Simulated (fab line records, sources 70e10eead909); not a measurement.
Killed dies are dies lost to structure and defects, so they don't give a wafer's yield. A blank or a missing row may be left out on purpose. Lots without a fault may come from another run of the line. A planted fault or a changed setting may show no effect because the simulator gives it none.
Which tool did it? | flow nand_harc | 24 lots, 72 wafers sampled, at 6 steps of a route of 1159

WHAT THE GAUGES READ, wafer by wafer
NHARC_A_CONTACT_INSPECT_44. Usual: raw_defect_count 27, standard deviation 14.
lot  | measured     | on                | raw_defect_count | flag
L076 | day 16 23:32 | defect_inspect-02 | 7 8 7            |
L075 | day 16 19:53 | defect_inspect-02 | 40 31 34         |
L077 | day 16 19:56 | defect_inspect-01 | 7 8 13           |
L078 | day 17 06:23 | defect_inspect-02 | 33 37 30         |
L074 | day 17 05:04 | defect_inspect-01 | 10 3 5           |
L081 | day 17 17:46 | defect_inspect-01 | 27 25 27         |
L079 | day 17 13:01 | defect_inspect-01 | 9 6 11           |
L080 | day 17 22:05 | defect_inspect-01 | 15 11 23         |
L085 | day 19 00:31 | defect_inspect-02 | 13 10 9          |
L082 | day 18 19:16 | defect_inspect-01 | 39 35 54         |
L083 | day 18 19:04 | defect_inspect-01 | 37 37 43         |
L084 | day 19 05:16 | defect_inspect-01 | 17 13 10         |
L087 | day 19 13:48 | defect_inspect-02 | 44 50 52         |
L086 | day 19 14:43 | defect_inspect-02 | 21 31 40         |
L088 | day 19 21:54 | defect_inspect-01 | 12 15 19         |
L089 | day 20 12:42 | defect_inspect-01 | 42 39 34         |
L090 | day 20 13:01 | defect_inspect-01 | 27 34 28         |
L093 | day 21 01:02 | defect_inspect-01 | 50 48 50         |
L092 | day 20 19:29 | defect_inspect-01 | 21 11 18         |
L091 | day 20 19:04 | defect_inspect-01 | 22 44 37         |
L094 | day 21 21:03 | defect_inspect-02 | 31 41 41         |
L095 | day 21 20:25 | defect_inspect-02 | 31 19 35         |
L096 | day 21 16:26 | defect_inspect-02 | 46 54 51         |
L097 | day 22 06:19 | defect_inspect-01 | 26 34 28         |

NHARC_A_CONTACT_CD_MEAS_69: target cd 200 nm. Usual: cd_nm 200.0 nm, standard deviation 0.56.
lot  | measured     | on        | cd_nm (nm)        | flag
L076 | day 17 06:21 | cd_sem-02 | 199.7 199.6 199.9 |
L075 | day 17 02:37 | cd_sem-01 | 199.9 200.1 199.5 |
L077 | day 17 03:10 | cd_sem-03 | 199.3 200.2 200.0 |
L078 | day 17 14:07 | cd_sem-03 | 200.1 200.1 199.7 |
L074 | day 17 11:54 | cd_sem-01 | 199.4 198.8 199.3 |
L081 | day 18 01:32 | cd_sem-02 | 199.9 200.1 200.2 |
L079 | day 17 20:20 | cd_sem-02 | 200.4 200.0 199.8 |
L080 | day 18 05:06 | cd_sem-03 | 199.9 200.2 200.1 |
L085 | day 19 12:20 | cd_sem-01 | 200.8 200.3 200.5 |
L082 | day 19 07:41 | cd_sem-01 | 199.6 199.9 199.1 |
L083 | day 19 02:58 | cd_sem-03 | 200.5 200.2 199.6 |
L084 | day 19 15:22 | cd_sem-03 | 200.6 200.8 200.7 |
L087 | day 19 23:14 | cd_sem-02 | 199.8 199.8 199.8 |
L086 | day 19 21:44 | cd_sem-02 | 200.6 200.7 200.9 |
L088 | day 20 05:55 | cd_sem-02 | 199.2 199.4 198.7 |
L089 | day 20 21:19 | cd_sem-02 | 200.1 199.2 200.2 |
L090 | day 20 21:55 | cd_sem-02 | 199.8 200.5 200.7 |
L093 | day 21 10:02 | cd_sem-02 | 199.1 199.4 200.1 |
L092 | day 21 02:30 | cd_sem-03 | 199.7 199.7 199.4 |
L091 | day 21 03:07 | cd_sem-03 | 199.0 198.7 198.4 |
L094 | day 22 04:24 | cd_sem-03 | 199.8 200.0 200.3 |
L095 | day 22 04:03 | cd_sem-01 | 198.8 199.1 199.5 |
L096 | day 21 23:25 | cd_sem-01 | 200.3 200.4 200.4 |
L097 | day 22 13:26 | cd_sem-02 | 200.7 200.7 200.7 |

WHICH TOOL RAN EACH LOT (tool, then ch and the chambers of the sampled wafers, then the start)
lot  | NHARC_A_SGD_CUT_STRIP_28                      | NHARC_A_WL_FILL_ETCHBACK_05       | NHARC_A_WL_FILL_STRIP_27             | NHARC_A_WL_FILL_ETCHBACK_16
L076 | rie_diel-13 ch 0,2, day 15 23:05 or earlier   | rie_metal-01 ch 0,1, day 15 23:05 | plasma_asher-01 ch 0,1, day 15 23:14 | rie_diel-08 ch 0,1, day 16 23:32 or earlier
L075 | rie_diel-13 ch 0,1, day 15 17:25 or earlier   | rie_metal-01 ch 0,1, day 15 17:25 | plasma_asher-01 ch 0,1, day 15 17:38 | rie_diel-09 ch 0,1,3, day 16 19:53 or earlier
L077 | rie_diel-12 ch 0,1, day 15 20:16 or earlier   | rie_metal-03 ch 0,1, day 15 20:16 | plasma_asher-01 ch 0,1, day 15 20:25 | rie_diel-08 ch 0,1,3, day 16 19:56 or earlier
L078 | rie_diel-12 ch 0,1,2, day 16 04:23 or earlier | rie_metal-03 ch 0,1, day 16 04:23 | plasma_asher-01 ch 0,1, day 16 05:23 | rie_diel-04 ch 0,2, day 17 06:23 or earlier
L074 | rie_diel-12 ch 0,1,2, day 16 01:35 or earlier | rie_metal-03 ch 0,1, day 16 01:35 | plasma_asher-01 ch 0,1, day 16 01:43 | rie_diel-04 ch 0,1,2, day 17 05:04 or earlier
L081 | rie_diel-12 ch 0,2,3, day 16 07:26 or earlier | rie_metal-01 ch 0,1, day 16 07:26 | plasma_asher-01 ch 0,1, day 16 08:42 | rie_diel-04 ch 0,1,3, day 17 17:46 or earlier
L079 | rie_diel-13 ch 1,3, day 16 07:57 or earlier   | rie_metal-02 ch 0,1, day 16 07:57 | plasma_asher-01 ch 0, day 16 09:25   | rie_diel-08 ch 2,3, day 17 13:01 or earlier
L080 | rie_diel-02 ch 0,1,3, day 16 10:20 or earlier | rie_metal-02 ch 0,1, day 16 10:20 | plasma_asher-01 ch 0,1, day 16 10:40 | rie_diel-09 ch 0,2,3, day 17 22:05 or earlier
L085 | rie_diel-02 ch 1,2,3, day 17 18:50 or earlier | rie_metal-01 ch 0, day 17 18:50   | plasma_asher-01 ch 0,1, day 17 19:04 | rie_diel-08 ch 2,3, day 19 00:31 or earlier
L082 | rie_diel-12 ch 1,2,3, day 17 20:20 or earlier | rie_metal-02 ch 0,1, day 17 20:20 | plasma_asher-02 ch 0,1, day 17 20:31 | rie_diel-08 ch 1,2,3, day 18 19:16 or earlier
L083 | rie_diel-13 ch 0,2, day 17 15:58 or earlier   | rie_metal-03 ch 0,1, day 17 15:58 | plasma_asher-01 ch 0,1, day 17 16:07 | rie_diel-09 ch 1,2,3, day 18 19:04 or earlier
L084 | rie_diel-13 ch 0,1,3, day 17 23:24 or earlier | rie_metal-01 ch 0,1, day 17 23:24 | plasma_asher-02 ch 0,1, day 17 23:33 | rie_diel-04 ch 0,2,3, day 19 05:16 or earlier
L087 | rie_diel-02 ch 0,2,3, day 18 06:50 or earlier | rie_metal-01 ch 0,1, day 18 06:50 | plasma_asher-02 ch 0,1, day 18 07:00 | rie_diel-09 ch 1,2,3, day 19 13:48 or earlier
L086 | rie_diel-13 ch 1,2, day 17 10:24              | rie_metal-03 ch 0,1, day 18 07:06 | plasma_asher-01 ch 0,1, day 18 07:16 | rie_diel-08 ch 0,2,3, day 19 14:43 or earlier
L088 | rie_diel-02 ch 0,2, day 17 16:50              | rie_metal-02 ch 0,1, day 18 17:44 | plasma_asher-02 ch 0,1, day 18 17:55 | rie_diel-08 ch 0,1,2, day 19 21:54 or earlier
L089 | rie_diel-13 ch 0,2, day 18 10:38              | rie_metal-03 ch 0,1, day 19 08:14 | plasma_asher-01 ch 0,1, day 19 08:25 | rie_diel-04 ch 0,1, day 20 12:42 or earlier
L090 | rie_diel-13 ch 0,1, day 18 10:41              | rie_metal-02 ch 0,1, day 19 08:11 | plasma_asher-02 ch 0,1, day 19 08:19 | rie_diel-08 ch 0,3, day 20 13:01 or earlier
L093 | rie_diel-12 ch 2,3, day 19 20:44 or earlier   | rie_metal-02 ch 0,1, day 19 20:44 | plasma_asher-01 ch 0,1, day 19 21:00 | rie_diel-04 ch 1,3, day 21 01:02 or earlier
L092 | rie_diel-02 ch 0,1,3, day 19 17:55 or earlier | rie_metal-03 ch 0,1, day 19 17:55 | plasma_asher-01 ch 0,1, day 19 18:05 | rie_diel-09 ch 0,1, day 20 19:29 or earlier
L091 | rie_diel-13 ch 0,1,3, day 18 23:01            | rie_metal-01 ch 0,1, day 19 18:41 | plasma_asher-01 ch 0,1, day 19 18:50 | rie_diel-08 ch 0,1,3, day 20 19:04 or earlier
L094 | rie_diel-02 ch 0,1,3, day 20 08:17 or earlier | rie_metal-03 ch 0,1, day 20 08:17 | plasma_asher-02 ch 0,1, day 20 08:26 | rie_diel-09 ch 0,2,3, day 21 21:03 or earlier
L095 | rie_diel-13 ch 0,1,3, day 19 02:32            | rie_metal-01 ch 0,1, day 20 08:31 | plasma_asher-02 ch 0,1, day 20 08:40 | rie_diel-08 ch 0,2,3, day 21 20:25 or earlier
L096 | rie_diel-02 ch 0,1,2, day 20 11:10 or earlier | rie_metal-02 ch 0,1, day 20 11:10 | plasma_asher-02 ch 0,1, day 20 11:20 | rie_diel-08 ch 2,3, day 21 16:26 or earlier
L097 | rie_diel-12 ch 1,2,3, day 21 02:19 or earlier | rie_metal-01 ch 0,1, day 21 02:19 | plasma_asher-01 ch 0,1, day 21 02:26 | rie_diel-04 ch 1,2, day 22 06:19 or earlier
- NHARC_A_SGD_CUT_STRIP_28: strips in O2, time 20 s.
- NHARC_A_WL_FILL_ETCHBACK_05: etches the open film in Cl2/BCl3, target depth 22 nm, time 60 s.
- NHARC_A_WL_FILL_STRIP_27: strips in N2/H2, time 20 s.
- NHARC_A_WL_FILL_ETCHBACK_16: etches the open film in C4F8/O2/Ar, target depth 88 nm, time 17.6 s.

WHAT THE TOOLS THEMSELVES READ (means of the sampled wafers that have a number; where no wafer has one, the mark that the record gives instead)
NHARC_A_SGD_CUT_STRIP_28. Usual: drypump_motor_current_A 5.8 A, standard deviation 0.55; mfc_ar_sccm 0.008 sccm, standard deviation 0.012; oes_product_au 1.002 a.u., standard deviation 0.0097; rf_vpp_V 57.8 V, standard deviation 0.94; showerhead_plenum_p_Torr 3.53 Torr, standard deviation 0.12; throttle_valve_pct 17.036 %, standard deviation 0.0087.
lot  | tool        | drypump_motor_current_A (A) | mfc_ar_sccm (sccm) | oes_product_au (a.u.) | rf_vpp_V (V) | showerhead_plenum_p_Torr (Torr) | throttle_valve_pct (%) | flag
L076 | rie_diel-13 | 5.7                         | 0.000              | 1.010                 | 57.8         | 3.53                            | 17.037                 |
L075 | rie_diel-13 | 5.3                         | 0.000              | 1.001                 | 58.3         | 3.60                            | 17.035                 |
L077 | rie_diel-12 | 5.9                         | 0.012              | 0.998                 | 56.6         | 3.43                            | 17.039                 |
L078 | rie_diel-12 | 5.9                         | 0.019              | 1.000                 | 58.3         | 3.52                            | 17.038                 |
L074 | rie_diel-12 | 5.9                         | 0.019              | 1.008                 | 58.1         | 3.52                            | 17.049                 |
L081 | rie_diel-12 | 6.1                         | 0.007              | 0.991                 | 57.3         | 3.56                            | 17.034                 |
L079 | rie_diel-13 | 5.0                         | 0.018              | 1.004                 | 58.4         | 3.66                            | 17.039                 |
L080 | rie_diel-02 | 6.1                         | 0.000              | 1.006                 | 58.2         | 3.40                            | 17.048                 |
L085 | rie_diel-02 | 6.1                         | 0.006              | 1.000                 | 58.2         | 3.49                            | 17.039                 |
L082 | rie_diel-12 | 5.8                         | 0.019              | 1.005                 | 59.3         | 3.57                            | 17.038                 |
L083 | rie_diel-13 | 6.1                         | 0.000              | 1.019                 | 57.4         | 3.47                            | 17.034                 |
L084 | rie_diel-13 | 5.2                         | 0.009              | 1.001                 | 57.4         | 3.63                            | 17.025                 |
L087 | rie_diel-02 | 6.0                         | 0.006              | 0.998                 | 57.1         | 3.48                            | 17.034                 |
L086 | rie_diel-13 | 5.8                         | 0.001              | 0.999                 | 58.5         | 3.56                            | 17.033                 |
L088 | rie_diel-02 | 5.7                         | 0.011              | 0.997                 | 57.7         | 3.56                            | 17.049                 |
L089 | rie_diel-13 | 5.6                         | 0.000              | 1.011                 | 58.1         | 3.52                            | 17.039                 |
L090 | rie_diel-13 | 5.3                         | 0.001              | 0.998                 | 57.8         | 3.61                            | 17.038                 |
L093 | rie_diel-12 | 6.1                         | 0.013              | 1.013                 | 58.6         | 3.65                            | 17.032                 |
L092 | rie_diel-02 | 6.1                         | 0.000              | 0.998                 | 57.2         | 3.39                            | 17.034                 |
L091 | rie_diel-13 | 5.2                         | 0.009              | 0.989                 | 57.7         | 3.63                            | 17.032                 |
L094 | rie_diel-02 | 6.1                         | 0.000              | 1.003                 | 58.1         | 3.40                            | 17.036                 |
L095 | rie_diel-13 | 5.2                         | 0.009              | 1.002                 | 57.7         | 3.63                            | 17.033                 |
L096 | rie_diel-02 | 5.8                         | 0.006              | 0.994                 | 58.2         | 3.47                            | 17.041                 |
L097 | rie_diel-12 | 5.8                         | 0.019              | 1.004                 | 57.6         | 3.57                            | 17.036                 |

NHARC_A_WL_FILL_ETCHBACK_05. Usual: drypump_motor_current_A 5.8 A, standard deviation 0.4; oes_product_au 1.009 a.u., standard deviation 0.011; temp_c 40.00 C, standard deviation 0.11.
lot  | tool         | drypump_motor_current_A (A) | oes_product_au (a.u.) | temp_c (C) | flag
L076 | rie_metal-01 | 5.8                         | 1.018                 | 39.99      |
L075 | rie_metal-01 | 5.8                         | 1.015                 | 39.98      |
L077 | rie_metal-03 | 5.8                         | 1.009                 | 39.95      |
L078 | rie_metal-03 | 5.4                         | 0.999                 | 39.94      |
L074 | rie_metal-03 | 5.3                         | 1.000                 | 39.89      |
L081 | rie_metal-01 | 5.9                         | 1.018                 | 39.96      |
L079 | rie_metal-02 | 6.0                         | 0.996                 | 40.06      |
L080 | rie_metal-02 | 6.0                         | 0.992                 | 40.19      |
L085 | rie_metal-01 | 5.8                         | 1.014                 | 40.09      |
L082 | rie_metal-02 | 5.8                         | 0.998                 | 40.03      |
L083 | rie_metal-03 | 5.8                         | 1.011                 | 39.97      |
L084 | rie_metal-01 | 5.8                         | 1.023                 | 39.94      |
L087 | rie_metal-01 | 5.8                         | 1.016                 | 40.09      |
L086 | rie_metal-03 | 5.8                         | 1.003                 | 40.02      |
L088 | rie_metal-02 | 5.8                         | 1.009                 | 40.13      |
L089 | rie_metal-03 | 5.4                         | 1.001                 | 39.95      |
L090 | rie_metal-02 | 5.8                         | 1.004                 | 40.15      |
L093 | rie_metal-02 | 6.0                         | 1.002                 | 39.83      |
L092 | rie_metal-03 | 5.8                         | 1.004                 | 40.06      |
L091 | rie_metal-01 | 5.9                         | 1.023                 | 39.97      |
L094 | rie_metal-03 | 5.8                         | 1.010                 | 40.18      |
L095 | rie_metal-01 | 5.9                         | 1.020                 | 39.97      |
L096 | rie_metal-02 | 5.8                         | 1.009                 | 39.98      |
L097 | rie_metal-01 | 5.8                         | 1.019                 | 39.98      |

NHARC_A_WL_FILL_STRIP_27. Usual: drypump_motor_current_A 5.71 A, standard deviation 0.23; heater_power_w 352 W, standard deviation 22; temp_c 250.02 C, standard deviation 0.2.
lot  | tool            | drypump_motor_current_A (A) | heater_power_w (W) | temp_c (C) | flag
L076 | plasma_asher-01 | 5.77                        | 367                | 250.03     |
L075 | plasma_asher-01 | 5.79                        | 364                | 249.87     |
L077 | plasma_asher-01 | 5.79                        | 369                | 249.92     |
L078 | plasma_asher-01 | 5.78                        | 366                | 250.06     |
L074 | plasma_asher-01 | 5.60                        | 365                | 250.19     |
L081 | plasma_asher-01 | 5.60                        | 374                | 250.31     |
L079 | plasma_asher-01 | 5.94                        | 363                | 250.01     |
L080 | plasma_asher-01 | 5.79                        | 363                | 250.21     |
L085 | plasma_asher-01 | 5.63                        | 367                | 250.05     |
L082 | plasma_asher-02 | 5.76                        | 323                | 249.79     |
L083 | plasma_asher-01 | 5.79                        | 366                | 249.81     |
L084 | plasma_asher-02 | 5.75                        | 320                | 250.09     |
L087 | plasma_asher-02 | 5.74                        | 323                | 249.97     |
L086 | plasma_asher-01 | 5.60                        | 372                | 250.09     |
L088 | plasma_asher-02 | 5.75                        | 317                | 250.04     |
L089 | plasma_asher-01 | 5.77                        | 370                | 249.92     |
L090 | plasma_asher-02 | 5.79                        | 325                | 250.13     |
L093 | plasma_asher-01 | 5.60                        | 369                | 249.99     |
L092 | plasma_asher-01 | 5.59                        | 363                | 250.11     |
L091 | plasma_asher-01 | 5.60                        | 362                | 249.97     |
L094 | plasma_asher-02 | 5.73                        | 321                | 250.06     |
L095 | plasma_asher-02 | 5.73                        | 320                | 250.03     |
L096 | plasma_asher-02 | 5.75                        | 321                | 250.24     |
L097 | plasma_asher-01 | 5.78                        | 367                | 249.75     |

NHARC_A_WL_FILL_ETCHBACK_16. Usual: oes_product_au 0.98 a.u., standard deviation 0.031; rf_vpp_V 726 V, standard deviation 3.5.
lot  | tool        | oes_product_au (a.u.) | rf_vpp_V (V) | flag
L076 | rie_diel-08 | 0.97                  | 729          |
L075 | rie_diel-09 | 0.93                  | 723          |
L077 | rie_diel-08 | 0.96                  | 727          |
L078 | rie_diel-04 | 1.00                  | 726          |
L074 | rie_diel-04 | 0.92                  | 724          |
L081 | rie_diel-04 | 1.00                  | 723          |
L079 | rie_diel-08 | 1.00                  | 727          |
L080 | rie_diel-09 | 1.00                  | 724          |
L085 | rie_diel-08 | 1.00                  | 726          |
L082 | rie_diel-08 | 0.99                  | 726          |
L083 | rie_diel-09 | 0.96                  | 723          |
L084 | rie_diel-04 | 1.00                  | 725          |
L087 | rie_diel-09 | 0.93                  | 722          |
L086 | rie_diel-08 | 1.00                  | 727          |
L088 | rie_diel-08 | 0.97                  | 728          |
L089 | rie_diel-04 | 0.92                  | 720          |
L090 | rie_diel-08 | 1.00                  | 728          |
L093 | rie_diel-04 | 0.91                  | 725          |
L092 | rie_diel-09 | 1.00                  | 726          |
L091 | rie_diel-08 | 0.96                  | 727          |
L094 | rie_diel-09 | 1.00                  | 724          |
L095 | rie_diel-08 | 1.00                  | 727          |
L096 | rie_diel-08 | 1.00                  | 726          |
L097 | rie_diel-04 | 0.99                  | 724          |

THE ANSWER, worked out from the rows above alone
Rule: a lot is off if the mean of its wafers that have a number lies more than 3 standard deviations from the usual mean. A lot without any number at a reading at which 4 lots or more have one is off too. The other lots that the step has rows for count as sound. The gauges are gone through in route order, then the tools' own readings, and for those a lot's mean is taken as printed above. The first step at which some lot is off is used, and at that step the reading that is off furthest; a lot without a number counts as furthest.
No lot is off at any reading shown: from this, nothing can be told.

WHAT THE SIMULATOR HAD PUT IN
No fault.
